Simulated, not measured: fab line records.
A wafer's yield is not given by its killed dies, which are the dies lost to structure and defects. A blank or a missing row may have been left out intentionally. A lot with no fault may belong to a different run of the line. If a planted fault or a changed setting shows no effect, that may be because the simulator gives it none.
fab line records / flow nand_harc / part 2 of 2: steps 5 to 6 of 6
[record] lots = 23 wafers = 69 last_day = 33
route steps=1302 shown A_STAIRCASE@869 A_SGD_CUT@901 A_SLIT@923
lots untouched by any fault: they come from a run of this same line in which no faults occurred
start_h: the number of hours between the record's first day and the start of the first shown wafer of the lot / wait_h: time in hours since the lot's previous step / " repeats the value in the row above / L1.1+2: one row covering several wafers at once / - value missing, or start not given / * or withheld: withheld / < > ~ a bound
route shown NAME@n: NAME is a module with steps in the file, n the number in the route of the first one / usual: mean/standard deviation taken from wafers without a fault / same: alike in all rows / chamber/n: place in a boat / sites: the reading at each site / _std_site: the standard deviation of these / _edge_site: outer sites' mean less inner sites' / radius_mm: for every site, how far away it sits from the centre of the wafer / mask NAME#n: copy n / behind: the last tool/chamber to shape the wafer / hold: why the lot went on hold/how many hours it stayed there/how the hold came to an end / device: which transistor (n, p or np) failed to switch / end of line: the route-end tests of the same wafers / where a step has no rows: the recipe by itself / killed: dies lost to structure and defects at the first sort, not the wafer's yield / map: the dies of a wafer, with x for killed, . for not killed, _ for no die there
set.NAME: the setting that was run; set.NAME@STEP: the one run at that earlier step / model.NAME: the simulator's own value behind a step, which no gauge read
steps of the route over a sample of lots; a table a step, a row a wafer
services: when a tool's chamber went out of use (start_h, in hours from the record's first day, below 0 if earlier), for how many hours, and the reason
[[steps]]
[step NHARC_A_SLIT_DEP_00]
[recipe] target_thk_a = 62000 temp_c = 400 material = aC
[usual] throttle_valve_pct = 35.000/0.0087
lot.wafer=L075.1 tool=acl_dep-03 chamber=0 start_h=444.27 wait_h=- throttle_valve_pct=34.994
lot.wafer=L075.2 tool=acl_dep-03 chamber=0 start_h=444.27 wait_h=- throttle_valve_pct=35.006
lot.wafer=L075.4 tool=acl_dep-03 chamber=0 start_h=446.14 wait_h=- throttle_valve_pct=34.991
lot.wafer=L074.3 tool=acl_dep-02 chamber=0 start_h=446.74 wait_h=- throttle_valve_pct=35.004
lot.wafer=L074.4 tool=acl_dep-02 chamber=0 start_h=446.74 wait_h=- throttle_valve_pct=35.000
lot.wafer=L074.6 tool=acl_dep-02 chamber=0 start_h=448.63 wait_h=- throttle_valve_pct=35.010
lot.wafer=L076.2 tool=acl_dep-02 chamber=0 start_h=466.05 wait_h=- throttle_valve_pct=34.989
lot.wafer=L076.4 tool=acl_dep-02 chamber=0 start_h=467.31 wait_h=- throttle_valve_pct=34.995
lot.wafer=L076.5 tool=acl_dep-02 chamber=0 start_h=467.31 wait_h=- throttle_valve_pct=35.004
lot.wafer=L078.1 tool=acl_dep-02 chamber=0 start_h=476.33 wait_h=- throttle_valve_pct=35.014
lot.wafer=L078.4 tool=acl_dep-02 chamber=0 start_h=478.22 wait_h=- throttle_valve_pct=35.011
lot.wafer=L078.6 tool=acl_dep-02 chamber=0 start_h=479.48 wait_h=- throttle_valve_pct=34.993
lot.wafer=L077.1 tool=acl_dep-03 chamber=0 start_h=477.34 wait_h=- throttle_valve_pct=35.000
lot.wafer=L077.5 tool=acl_dep-03 chamber=0 start_h=479.85 wait_h=- throttle_valve_pct=35.007
lot.wafer=L077.6 tool=acl_dep-03 chamber=0 start_h=479.85 wait_h=- throttle_valve_pct=35.010
lot.wafer=L080.3 tool=acl_dep-01 chamber=0 start_h=493.22 wait_h=- throttle_valve_pct=34.997
lot.wafer=L080.5 tool=acl_dep-01 chamber=0 start_h=494.48 wait_h=- throttle_valve_pct=35.001
lot.wafer=L080.6 tool=acl_dep-01 chamber=0 start_h=494.48 wait_h=- throttle_valve_pct=35.014
lot.wafer=L079.2 tool=acl_dep-02 chamber=0 start_h=494.20 wait_h=- throttle_valve_pct=35.007
lot.wafer=L079.4 tool=acl_dep-02 chamber=0 start_h=495.44 wait_h=- throttle_valve_pct=35.003
lot.wafer=L079.6 tool=acl_dep-02 chamber=0 start_h=496.69 wait_h=- throttle_valve_pct=35.017
lot.wafer=L083.2 tool=acl_dep-03 chamber=0 start_h=530.00 wait_h=- throttle_valve_pct=34.998
lot.wafer=L083.4 tool=acl_dep-03 chamber=0 start_h=531.27 wait_h=- throttle_valve_pct=35.003
lot.wafer=L083.6 tool=acl_dep-03 chamber=0 start_h=532.53 wait_h=- throttle_valve_pct=35.008
lot.wafer=L082.2 tool=acl_dep-03 chamber=0 start_h=533.79 wait_h=- throttle_valve_pct=34.999
lot.wafer=L082.4 tool=acl_dep-03 chamber=0 start_h=535.04 wait_h=- throttle_valve_pct=34.996
lot.wafer=L082.5 tool=acl_dep-03 chamber=0 start_h=535.04 wait_h=- throttle_valve_pct=34.999
lot.wafer=L085.3 tool=acl_dep-02 chamber=0 start_h=545.03 wait_h=- throttle_valve_pct=35.007
lot.wafer=L085.4 tool=acl_dep-02 chamber=0 start_h=545.03 wait_h=- throttle_valve_pct=35.008
lot.wafer=L085.6 tool=acl_dep-02 chamber=0 start_h=546.92 wait_h=- throttle_valve_pct=34.988
lot.wafer=L084.1 tool=acl_dep-01 chamber=0 start_h=546.12 wait_h=- throttle_valve_pct=34.998
lot.wafer=L084.2 tool=acl_dep-01 chamber=0 start_h=546.12 wait_h=- throttle_valve_pct=35.011
lot.wafer=L084.4 tool=acl_dep-01 chamber=0 start_h=548.02 wait_h=- throttle_valve_pct=34.990
lot.wafer=L087.2 tool=acl_dep-03 chamber=0 start_h=564.83 wait_h=- throttle_valve_pct=34.997
lot.wafer=L087.3 tool=acl_dep-03 chamber=0 start_h=564.83 wait_h=- throttle_valve_pct=34.991
lot.wafer=L087.6 tool=acl_dep-03 chamber=0 start_h=567.38 wait_h=- throttle_valve_pct=35.022
lot.wafer=L086.1 tool=acl_dep-02 chamber=0 start_h=564.94 wait_h=- throttle_valve_pct=34.986
lot.wafer=L086.2 tool=acl_dep-02 chamber=0 start_h=564.94 wait_h=- throttle_valve_pct=34.997
lot.wafer=L086.6 tool=acl_dep-02 chamber=0 start_h=568.03 wait_h=- throttle_valve_pct=35.012
lot.wafer=L088.2 tool=acl_dep-01 chamber=0 start_h=582.23 wait_h=- throttle_valve_pct=35.002
lot.wafer=L088.4 tool=acl_dep-01 chamber=0 start_h=583.46 wait_h=- throttle_valve_pct=34.989
lot.wafer=L088.5 tool=acl_dep-01 chamber=0 start_h=583.46 wait_h=- throttle_valve_pct=34.987
lot.wafer=L089.3 tool=acl_dep-02 chamber=0 start_h=583.03 wait_h=- throttle_valve_pct=35.000
lot.wafer=L089.4 tool=acl_dep-02 chamber=0 start_h=583.03 wait_h=- throttle_valve_pct=34.991
lot.wafer=L089.5 tool=acl_dep-02 chamber=0 start_h=583.03 wait_h=- throttle_valve_pct=35.013
lot.wafer=L090.1 tool=acl_dep-03 chamber=0 start_h=612.73 wait_h=- throttle_valve_pct=35.001
lot.wafer=L090.5 tool=acl_dep-03 chamber=0 start_h=615.26 wait_h=- throttle_valve_pct=35.008
lot.wafer=L090.6 tool=acl_dep-03 chamber=0 start_h=615.26 wait_h=- throttle_valve_pct=34.993
lot.wafer=L091.2 tool=acl_dep-01 chamber=0 start_h=613.27 wait_h=- throttle_valve_pct=34.989
lot.wafer=L091.4 tool=acl_dep-01 chamber=0 start_h=614.52 wait_h=- throttle_valve_pct=35.001
lot.wafer=L091.6 tool=acl_dep-01 chamber=0 start_h=615.76 wait_h=- throttle_valve_pct=34.993
lot.wafer=L093.1 tool=acl_dep-02 chamber=0 start_h=624.85 wait_h=- throttle_valve_pct=34.987
lot.wafer=L093.2 tool=acl_dep-02 chamber=0 start_h=624.85 wait_h=- throttle_valve_pct=34.995
lot.wafer=L093.4 tool=acl_dep-02 chamber=0 start_h=626.71 wait_h=- throttle_valve_pct=35.004
lot.wafer=L092.2 tool=acl_dep-03 chamber=0 start_h=625.19 wait_h=- throttle_valve_pct=34.986
lot.wafer=L092.3 tool=acl_dep-03 chamber=0 start_h=625.19 wait_h=- throttle_valve_pct=34.992
lot.wafer=L092.5 tool=acl_dep-03 chamber=0 start_h=627.08 wait_h=- throttle_valve_pct=35.019
lot.wafer=L094.2 tool=acl_dep-02 chamber=0 start_h=635.07 wait_h=- throttle_valve_pct=35.018
lot.wafer=L094.5 tool=acl_dep-02 chamber=0 start_h=636.97 wait_h=- throttle_valve_pct=35.001
lot.wafer=L094.6 tool=acl_dep-02 chamber=0 start_h=636.97 wait_h=- throttle_valve_pct=34.983
lot.wafer=L095.3 tool=acl_dep-03 chamber=0 start_h=657.57 wait_h=- throttle_valve_pct=35.000
lot.wafer=L095.5 tool=acl_dep-03 chamber=0 start_h=658.83 wait_h=- throttle_valve_pct=35.002
lot.wafer=L095.6 tool=acl_dep-03 chamber=0 start_h=658.83 wait_h=- throttle_valve_pct=34.991
lot.wafer=L096.4 tool=acl_dep-01 chamber=0 start_h=670.07 wait_h=- throttle_valve_pct=34.997
lot.wafer=L096.5 tool=acl_dep-01 chamber=0 start_h=670.07 wait_h=- throttle_valve_pct=34.996
lot.wafer=L096.6 tool=acl_dep-01 chamber=0 start_h=670.07 wait_h=- throttle_valve_pct=34.990
lot.wafer=L097.3 tool=acl_dep-02 chamber=0 start_h=672.76 wait_h=- throttle_valve_pct=34.996
lot.wafer=L097.5 tool=acl_dep-02 chamber=0 start_h=674.01 wait_h=- throttle_valve_pct=35.004
lot.wafer=L097.6 tool=acl_dep-02 chamber=0 start_h=674.01 wait_h=- throttle_valve_pct=35.008
[step NHARC_A_SLIT_DESCUM_14]
[recipe] time_s = 3 o2_flow_sccm = 200 ar_flow_sccm = 0 bias_power_w = 0 chemistry = O2
[usual] drypump_motor_current_A = 5.8/0.39 oes_product_au = 0.998/0.01 rf_vpp_V = 57.9/0.84 showerhead_plenum_p_Torr = 1.92/0.067 throttle_valve_pct = 11.312/0.0078
lot.wafer=L075.1 tool=rie_diel-01 chamber=0 start_h=448.78 wait_h=0.1 drypump_motor_current_A=6.0 oes_product_au=1.005 rf_hours_counter_h=4 rf_vpp_V=57.2 showerhead_plenum_p_Torr=1.93 throttle_valve_pct=11.297
lot.wafer=L075.2 tool=rie_diel-01 chamber=2 start_h=448.78 wait_h=0.1 drypump_motor_current_A=5.5 oes_product_au=0.993 rf_hours_counter_h=3 rf_vpp_V=56.6 showerhead_plenum_p_Torr=1.89 throttle_valve_pct=11.310
lot.wafer=L075.4 tool=rie_diel-01 chamber=3 start_h=448.78 wait_h=0.1 drypump_motor_current_A=6.0 oes_product_au=1.003 rf_hours_counter_h=4 rf_vpp_V=56.8 showerhead_plenum_p_Torr=1.88 throttle_valve_pct=11.315
lot.wafer=L074.4 tool=rie_diel-10 chamber=3 start_h=450.15 wait_h=0.1 drypump_motor_current_A=5.6 oes_product_au=1.015 rf_hours_counter_h=0 rf_vpp_V=57.0 showerhead_plenum_p_Torr=1.96 throttle_valve_pct=11.317
lot.wafer=L074.3 tool=rie_diel-10 chamber=2 start_h=450.15 wait_h=0.1 drypump_motor_current_A=5.3 oes_product_au=0.992 rf_hours_counter_h=0 rf_vpp_V=58.2 showerhead_plenum_p_Torr=1.92 throttle_valve_pct=11.303
lot.wafer=L074.6 tool=rie_diel-10 chamber=0 start_h=450.15 wait_h=0.1 drypump_motor_current_A=6.2 oes_product_au=0.990 rf_hours_counter_h=- rf_vpp_V=56.9 showerhead_plenum_p_Torr=1.89 throttle_valve_pct=11.300
lot.wafer=L076.4 tool=rie_diel-01 chamber=1 start_h=470.07 wait_h=0.1 drypump_motor_current_A=6.2 oes_product_au=0.995 rf_hours_counter_h=5 rf_vpp_V=58.8 showerhead_plenum_p_Torr=1.84 throttle_valve_pct=11.314
lot.wafer=L076.2 tool=rie_diel-01 chamber=0 start_h=470.07 wait_h=0.1 drypump_motor_current_A=6.0 oes_product_au=1.003 rf_hours_counter_h=5 rf_vpp_V=57.9 showerhead_plenum_p_Torr=1.93 throttle_valve_pct=11.310
lot.wafer=L076.5 tool=rie_diel-01 chamber=1 start_h=470.07 wait_h=0.1 drypump_motor_current_A=6.3 oes_product_au=1.005 rf_hours_counter_h=- rf_vpp_V=56.9 showerhead_plenum_p_Torr=1.84 throttle_valve_pct=11.315
lot.wafer=L078.1 tool=rie_diel-10 chamber=3 start_h=480.99 wait_h=0.1 drypump_motor_current_A=5.6 oes_product_au=1.005 rf_hours_counter_h=2 rf_vpp_V=59.3 showerhead_plenum_p_Torr=1.96 throttle_valve_pct=11.321
lot.wafer=L078.4 tool=rie_diel-10 chamber=2 start_h=480.99 wait_h=0.1 drypump_motor_current_A=5.3 oes_product_au=0.987 rf_hours_counter_h=2 rf_vpp_V=57.6 showerhead_plenum_p_Torr=1.92 throttle_valve_pct=11.309
lot.wafer=L078.6 tool=rie_diel-10 chamber=0 start_h=480.99 wait_h=0.1 drypump_motor_current_A=6.2 oes_product_au=0.997 rf_hours_counter_h=- rf_vpp_V=57.7 showerhead_plenum_p_Torr=1.89 throttle_valve_pct=11.307
lot.wafer=L077.1 tool=rie_diel-04 chamber=0 start_h=482.00 wait_h=0.1 drypump_motor_current_A=5.4 oes_product_au=1.017 rf_hours_counter_h=6 rf_vpp_V=58.5 showerhead_plenum_p_Torr=2.00 throttle_valve_pct=11.320
lot.wafer=L077.6 tool=rie_diel-04 chamber=3 start_h=482.00 wait_h=0.1 drypump_motor_current_A=6.1 oes_product_au=1.000 rf_hours_counter_h=- rf_vpp_V=58.0 showerhead_plenum_p_Torr=2.05 throttle_valve_pct=11.311
lot.wafer=L077.5 tool=rie_diel-04 chamber=0 start_h=482.00 wait_h=0.1 drypump_motor_current_A=5.4 oes_product_au=1.007 rf_hours_counter_h=- rf_vpp_V=58.9 showerhead_plenum_p_Torr=2.00 throttle_valve_pct=11.298
lot.wafer=L080.3 tool=rie_diel-01 chamber=3 start_h=496.52 wait_h=0.1 drypump_motor_current_A=5.9 oes_product_au=1.004 rf_hours_counter_h=6 rf_vpp_V=57.5 showerhead_plenum_p_Torr=1.88 throttle_valve_pct=11.319
lot.wafer=L080.6 tool=rie_diel-01 chamber=0 start_h=496.52 wait_h=0.1 drypump_motor_current_A=6.0 oes_product_au=0.998 rf_hours_counter_h=- rf_vpp_V=57.7 showerhead_plenum_p_Torr=1.93 throttle_valve_pct=11.307
lot.wafer=L080.5 tool=rie_diel-01 chamber=1 start_h=496.52 wait_h=0.1 drypump_motor_current_A=6.2 oes_product_au=1.004 rf_hours_counter_h=- rf_vpp_V=56.7 showerhead_plenum_p_Torr=1.84 throttle_valve_pct=11.315
lot.wafer=L079.4 tool=rie_diel-04 chamber=3 start_h=498.21 wait_h=0.1 drypump_motor_current_A=6.1 oes_product_au=0.993 rf_hours_counter_h=8 rf_vpp_V=58.5 showerhead_plenum_p_Torr=2.05 throttle_valve_pct=11.308
lot.wafer=L079.2 tool=rie_diel-04 chamber=0 start_h=498.21 wait_h=0.1 drypump_motor_current_A=5.4 oes_product_au=1.007 rf_hours_counter_h=7 rf_vpp_V=57.5 showerhead_plenum_p_Torr=2.00 throttle_valve_pct=11.317
lot.wafer=L079.6 tool=rie_diel-04 chamber=3 start_h=498.21 wait_h=0.1 drypump_motor_current_A=6.1 oes_product_au=1.007 rf_hours_counter_h=- rf_vpp_V=59.2 showerhead_plenum_p_Torr=2.05 throttle_valve_pct=11.298
lot.wafer=L083.4 tool=rie_diel-01 chamber=3 start_h=534.05 wait_h=0.1 drypump_motor_current_A=5.9 oes_product_au=1.006 rf_hours_counter_h=9 rf_vpp_V=58.8 showerhead_plenum_p_Torr=1.88 throttle_valve_pct=11.320
lot.wafer=L083.2 tool=rie_diel-01 chamber=0 start_h=534.05 wait_h=0.1 drypump_motor_current_A=6.0 oes_product_au=1.001 rf_hours_counter_h=10 rf_vpp_V=56.2 showerhead_plenum_p_Torr=1.93 throttle_valve_pct=11.308
lot.wafer=L083.6 tool=rie_diel-01 chamber=3 start_h=534.05 wait_h=0.1 drypump_motor_current_A=5.9 oes_product_au=0.998 rf_hours_counter_h=- rf_vpp_V=57.1 showerhead_plenum_p_Torr=1.88 throttle_valve_pct=11.313
lot.wafer=L082.2 tool=rie_diel-01 chamber=3 start_h=537.67 wait_h=0.1 drypump_motor_current_A=5.9 oes_product_au=0.997 rf_hours_counter_h=10 rf_vpp_V=57.5 showerhead_plenum_p_Torr=1.88 throttle_valve_pct=11.320
lot.wafer=L082.4 tool=rie_diel-01 chamber=1 start_h=537.67 wait_h=0.1 drypump_motor_current_A=6.3 oes_product_au=0.987 rf_hours_counter_h=10 rf_vpp_V=58.3 showerhead_plenum_p_Torr=1.84 throttle_valve_pct=11.317
lot.wafer=L082.5 tool=rie_diel-01 chamber=3 start_h=537.67 wait_h=0.1 drypump_motor_current_A=5.9 oes_product_au=1.002 rf_hours_counter_h=- rf_vpp_V=58.3 showerhead_plenum_p_Torr=1.88 throttle_valve_pct=11.318
lot.wafer=L085.3 tool=rie_diel-04 chamber=1 start_h=548.32 wait_h=0.1 drypump_motor_current_A=5.7 oes_product_au=0.992 rf_hours_counter_h=0 rf_vpp_V=58.0 showerhead_plenum_p_Torr=1.91 throttle_valve_pct=11.311
lot.wafer=L085.4 tool=rie_diel-04 chamber=2 start_h=548.32 wait_h=0.1 drypump_motor_current_A=5.0 oes_product_au=0.976 rf_hours_counter_h=0 rf_vpp_V=58.7 showerhead_plenum_p_Torr=2.00 throttle_valve_pct=11.307
lot.wafer=L085.6 tool=rie_diel-04 chamber=1 start_h=548.32 wait_h=0.1 drypump_motor_current_A=5.7 oes_product_au=0.994 rf_hours_counter_h=- rf_vpp_V=58.4 showerhead_plenum_p_Torr=1.91 throttle_valve_pct=11.317
lot.wafer=L084.2 tool=rie_diel-01 chamber=2 start_h=550.82 wait_h=0.1 drypump_motor_current_A=5.5 oes_product_au=0.981 rf_hours_counter_h=10 rf_vpp_V=58.4 showerhead_plenum_p_Torr=1.89 throttle_valve_pct=11.323
lot.wafer=L084.4 tool=rie_diel-01 chamber=3 start_h=550.82 wait_h=0.1 drypump_motor_current_A=5.9 oes_product_au=0.987 rf_hours_counter_h=11 rf_vpp_V=57.7 showerhead_plenum_p_Torr=1.88 throttle_valve_pct=11.312
lot.wafer=L084.1 tool=rie_diel-01 chamber=0 start_h=550.82 wait_h=0.1 drypump_motor_current_A=6.1 oes_product_au=1.000 rf_hours_counter_h=12 rf_vpp_V=57.3 showerhead_plenum_p_Torr=1.93 throttle_valve_pct=11.307
lot.wafer=L087.2 tool=rie_diel-10 chamber=0 start_h=568.90 wait_h=0.1 drypump_motor_current_A=6.3 oes_product_au=1.003 rf_hours_counter_h=4 rf_vpp_V=58.3 showerhead_plenum_p_Torr=1.89 throttle_valve_pct=11.309
lot.wafer=L087.3 tool=rie_diel-10 chamber=3 start_h=568.90 wait_h=0.1 drypump_motor_current_A=5.6 oes_product_au=1.006 rf_hours_counter_h=5 rf_vpp_V=58.3 showerhead_plenum_p_Torr=1.96 throttle_valve_pct=11.314
lot.wafer=L087.6 tool=rie_diel-10 chamber=0 start_h=568.90 wait_h=0.1 drypump_motor_current_A=6.2 oes_product_au=1.004 rf_hours_counter_h=- rf_vpp_V=58.8 showerhead_plenum_p_Torr=1.89 throttle_valve_pct=11.319
lot.wafer=L086.2 tool=rie_diel-04 chamber=1 start_h=569.54 wait_h=0.1 drypump_motor_current_A=5.7 oes_product_au=1.000 rf_hours_counter_h=1 rf_vpp_V=58.5 showerhead_plenum_p_Torr=1.91 throttle_valve_pct=11.304
lot.wafer=L086.1 tool=rie_diel-04 chamber=3 start_h=569.54 wait_h=0.1 drypump_motor_current_A=6.1 oes_product_au=1.002 rf_hours_counter_h=1 rf_vpp_V=59.0 showerhead_plenum_p_Torr=2.05 throttle_valve_pct=11.316
lot.wafer=L086.6 tool=rie_diel-04 chamber=1 start_h=569.54 wait_h=0.1 drypump_motor_current_A=5.7 oes_product_au=0.987 rf_hours_counter_h=- rf_vpp_V=57.4 showerhead_plenum_p_Torr=1.91 throttle_valve_pct=11.315
lot.wafer=L088.4 tool=rie_diel-04 chamber=0 start_h=586.29 wait_h=0.1 drypump_motor_current_A=5.4 oes_product_au=0.995 rf_hours_counter_h=3 rf_vpp_V=59.6 showerhead_plenum_p_Torr=2.00 throttle_valve_pct=11.296
lot.wafer=L088.2 tool=rie_diel-04 chamber=2 start_h=586.29 wait_h=0.1 drypump_motor_current_A=5.0 oes_product_au=0.988 rf_hours_counter_h=3 rf_vpp_V=58.2 showerhead_plenum_p_Torr=2.00 throttle_valve_pct=11.302
lot.wafer=L088.5 tool=rie_diel-04 chamber=1 start_h=586.29 wait_h=0.1 drypump_motor_current_A=5.7 oes_product_au=0.995 rf_hours_counter_h=- rf_vpp_V=58.0 showerhead_plenum_p_Torr=1.91 throttle_valve_pct=11.300
lot.wafer=L089.3 tool=rie_diel-01 chamber=1 start_h=586.44 wait_h=0.1 drypump_motor_current_A=6.3 oes_product_au=1.006 rf_hours_counter_h=0 rf_vpp_V=56.9 showerhead_plenum_p_Torr=1.84 throttle_valve_pct=11.319
lot.wafer=L089.4 tool=rie_diel-01 chamber=3 start_h=586.44 wait_h=0.1 drypump_motor_current_A=5.9 oes_product_au=1.017 rf_hours_counter_h=0 rf_vpp_V=57.8 showerhead_plenum_p_Torr=1.88 throttle_valve_pct=11.321
lot.wafer=L089.5 tool=rie_diel-01 chamber=1 start_h=586.44 wait_h=0.1 drypump_motor_current_A=6.3 oes_product_au=0.998 rf_hours_counter_h=- rf_vpp_V=57.3 showerhead_plenum_p_Torr=1.84 throttle_valve_pct=11.311
lot.wafer=L091.4 tool=rie_diel-04 chamber=2 start_h=617.27 wait_h=0.1 drypump_motor_current_A=5.0 oes_product_au=0.986 rf_hours_counter_h=6 rf_vpp_V=58.3 showerhead_plenum_p_Torr=2.00 throttle_valve_pct=11.311
lot.wafer=L091.2 tool=rie_diel-04 chamber=3 start_h=617.27 wait_h=0.1 drypump_motor_current_A=6.1 oes_product_au=1.012 rf_hours_counter_h=6 rf_vpp_V=58.6 showerhead_plenum_p_Torr=2.05 throttle_valve_pct=11.303
lot.wafer=L091.6 tool=rie_diel-04 chamber=3 start_h=617.27 wait_h=0.1 drypump_motor_current_A=6.1 oes_product_au=1.012 rf_hours_counter_h=- rf_vpp_V=56.8 showerhead_plenum_p_Torr=2.05 throttle_valve_pct=11.312
lot.wafer=L090.1 tool=rie_diel-01 chamber=0 start_h=617.45 wait_h=0.1 drypump_motor_current_A=6.0 oes_product_au=1.010 rf_hours_counter_h=2 rf_vpp_V=58.3 showerhead_plenum_p_Torr=1.93 throttle_valve_pct=11.315
lot.wafer=L090.5 tool=rie_diel-01 chamber=1 start_h=617.45 wait_h=0.1 drypump_motor_current_A=6.3 oes_product_au=1.007 rf_hours_counter_h=- rf_vpp_V=58.2 showerhead_plenum_p_Torr=1.84 throttle_valve_pct=11.326
lot.wafer=L090.6 tool=rie_diel-01 chamber=2 start_h=617.45 wait_h=0.1 drypump_motor_current_A=5.5 oes_product_au=0.982 rf_hours_counter_h=- rf_vpp_V=57.9 showerhead_plenum_p_Torr=1.89 throttle_valve_pct=11.316
lot.wafer=L092.2 tool=rie_diel-01 chamber=3 start_h=629.22 wait_h=0.1 drypump_motor_current_A=5.9 oes_product_au=1.017 rf_hours_counter_h=3 rf_vpp_V=57.1 showerhead_plenum_p_Torr=1.88 throttle_valve_pct=11.312
lot.wafer=L092.3 tool=rie_diel-01 chamber=1 start_h=629.22 wait_h=0.1 drypump_motor_current_A=6.3 oes_product_au=1.003 rf_hours_counter_h=2 rf_vpp_V=56.6 showerhead_plenum_p_Torr=1.84 throttle_valve_pct=11.316
lot.wafer=L092.5 tool=rie_diel-01 chamber=3 start_h=629.22 wait_h=0.1 drypump_motor_current_A=5.9 oes_product_au=1.019 rf_hours_counter_h=- rf_vpp_V=56.8 showerhead_plenum_p_Torr=1.88 throttle_valve_pct=11.321
lot.wafer=L093.4 tool=rie_diel-04 chamber=1 start_h=629.45 wait_h=0.1 drypump_motor_current_A=5.7 oes_product_au=0.988 rf_hours_counter_h=7 rf_vpp_V=57.0 showerhead_plenum_p_Torr=1.91 throttle_valve_pct=11.309
lot.wafer=L093.1 tool=rie_diel-04 chamber=3 start_h=629.45 wait_h=0.1 drypump_motor_current_A=6.1 oes_product_au=1.006 rf_hours_counter_h=7 rf_vpp_V=58.6 showerhead_plenum_p_Torr=2.05 throttle_valve_pct=11.302
lot.wafer=L093.2 tool=rie_diel-04 chamber=0 start_h=629.45 wait_h=0.1 drypump_motor_current_A=5.4 oes_product_au=0.991 rf_hours_counter_h=7 rf_vpp_V=58.3 showerhead_plenum_p_Torr=2.00 throttle_valve_pct=11.310
lot.wafer=L094.2 tool=rie_diel-01 chamber=0 start_h=639.14 wait_h=0.1 drypump_motor_current_A=6.0 oes_product_au=1.003 rf_hours_counter_h=4 rf_vpp_V=57.9 showerhead_plenum_p_Torr=1.93 throttle_valve_pct=11.317
lot.wafer=L094.5 tool=rie_diel-01 chamber=2 start_h=639.14 wait_h=0.1 drypump_motor_current_A=5.6 oes_product_au=0.983 rf_hours_counter_h=- rf_vpp_V=58.9 showerhead_plenum_p_Torr=1.89 throttle_valve_pct=11.314
lot.wafer=L094.6 tool=rie_diel-01 chamber=3 start_h=639.14 wait_h=0.1 drypump_motor_current_A=5.9 oes_product_au=1.006 rf_hours_counter_h=- rf_vpp_V=56.6 showerhead_plenum_p_Torr=1.88 throttle_valve_pct=11.317
lot.wafer=L095.3 tool=rie_diel-04 chamber=0 start_h=660.96 wait_h=0.1 drypump_motor_current_A=5.4 oes_product_au=0.991 rf_hours_counter_h=9 rf_vpp_V=59.1 showerhead_plenum_p_Torr=2.00 throttle_valve_pct=11.311
lot.wafer=L095.5 tool=rie_diel-04 chamber=0 start_h=660.96 wait_h=0.1 drypump_motor_current_A=5.4 oes_product_au=0.983 rf_hours_counter_h=- rf_vpp_V=58.5 showerhead_plenum_p_Torr=2.00 throttle_valve_pct=11.304
lot.wafer=L095.6 tool=rie_diel-04 chamber=1 start_h=660.96 wait_h=0.1 drypump_motor_current_A=5.7 oes_product_au=0.991 rf_hours_counter_h=- rf_vpp_V=57.8 showerhead_plenum_p_Torr=1.91 throttle_valve_pct=11.320
lot.wafer=L096.4 tool=rie_diel-04 chamber=2 start_h=672.85 wait_h=0.1 drypump_motor_current_A=5.0 oes_product_au=0.987 rf_hours_counter_h=10 rf_vpp_V=57.7 showerhead_plenum_p_Torr=2.00 throttle_valve_pct=11.309
lot.wafer=L096.5 tool=rie_diel-04 chamber=1 start_h=672.85 wait_h=0.1 drypump_motor_current_A=5.7 oes_product_au=0.995 rf_hours_counter_h=- rf_vpp_V=57.3 showerhead_plenum_p_Torr=1.91 throttle_valve_pct=11.316
lot.wafer=L096.6 tool=rie_diel-04 chamber=2 start_h=672.85 wait_h=0.1 drypump_motor_current_A=5.0 oes_product_au=0.987 rf_hours_counter_h=- rf_vpp_V=57.3 showerhead_plenum_p_Torr=2.00 throttle_valve_pct=11.313
lot.wafer=L097.3 tool=rie_diel-01 chamber=3 start_h=676.04 wait_h=0.1 drypump_motor_current_A=5.9 oes_product_au=1.013 rf_hours_counter_h=6 rf_vpp_V=57.4 showerhead_plenum_p_Torr=1.88 throttle_valve_pct=11.300
lot.wafer=L097.5 tool=rie_diel-01 chamber=1 start_h=676.04 wait_h=0.1 drypump_motor_current_A=6.3 oes_product_au=0.998 rf_hours_counter_h=- rf_vpp_V=56.9 showerhead_plenum_p_Torr=1.84 throttle_valve_pct=11.309
lot.wafer=L097.6 tool=rie_diel-01 chamber=2 start_h=676.04 wait_h=0.1 drypump_motor_current_A=5.5 oes_product_au=0.988 rf_hours_counter_h=- rf_vpp_V=57.8 showerhead_plenum_p_Torr=1.88 throttle_valve_pct=11.317
[[services]]
tool=rie_diel-11 chamber=0 start_h=413.29 hours=30.1 kind=repair
tool=acl_dep-02 chamber=- start_h=425.33 hours=13.0 kind=pm
tool=rie_diel-11 chamber=- start_h=432.50 hours=9.0 kind=pm
tool=rie_diel-13 chamber=3 start_h=439.62 hours=8.4 kind=repair
tool=rie_diel-11 chamber=2 start_h=450.85 hours=4.7 kind=repair
tool=rie_diel-04 chamber=0 start_h=454.39 hours=13.4 kind=repair
tool=rie_diel-01 chamber=0 start_h=457.96 hours=8.7 kind=repair
tool=rie_diel-13 chamber=2 start_h=461.74 hours=1.5 kind=repair
tool=rie_diel-07 chamber=- start_h=471.20 hours=9.0 kind=pm
tool=rie_diel-01 chamber=3 start_h=481.33 hours=4.3 kind=repair
tool=rie_diel-11 chamber=- start_h=483.77 hours=1.4 kind=repair
tool=rie_diel-11 chamber=3 start_h=495.60 hours=7.9 kind=repair
tool=rie_diel-09 chamber=- start_h=499.68 hours=9.0 kind=pm
tool=rie_diel-13 chamber=- start_h=519.00 hours=9.0 kind=pm
tool=rie_diel-13 chamber=- start_h=544.72 hours=0.5 kind=repair
tool=rie_diel-01 chamber=- start_h=557.89 hours=9.0 kind=pm
tool=rie_diel-01 chamber=1 start_h=570.66 hours=13.2 kind=repair
tool=acl_dep-02 chamber=- start_h=607.44 hours=13.0 kind=pm
tool=rie_diel-11 chamber=- start_h=609.50 hours=9.0 kind=pm
tool=rie_diel-09 chamber=2 start_h=621.70 hours=23.6 kind=repair
tool=rie_diel-07 chamber=- start_h=648.20 hours=9.0 kind=pm
tool=acl_dep-02 chamber=- start_h=650.75 hours=1.0 kind=repair
tool=rie_diel-13 chamber=0 start_h=667.42 hours=14.2 kind=repair
tool=rie_diel-07 chamber=- start_h=672.13 hours=0.4 kind=repair
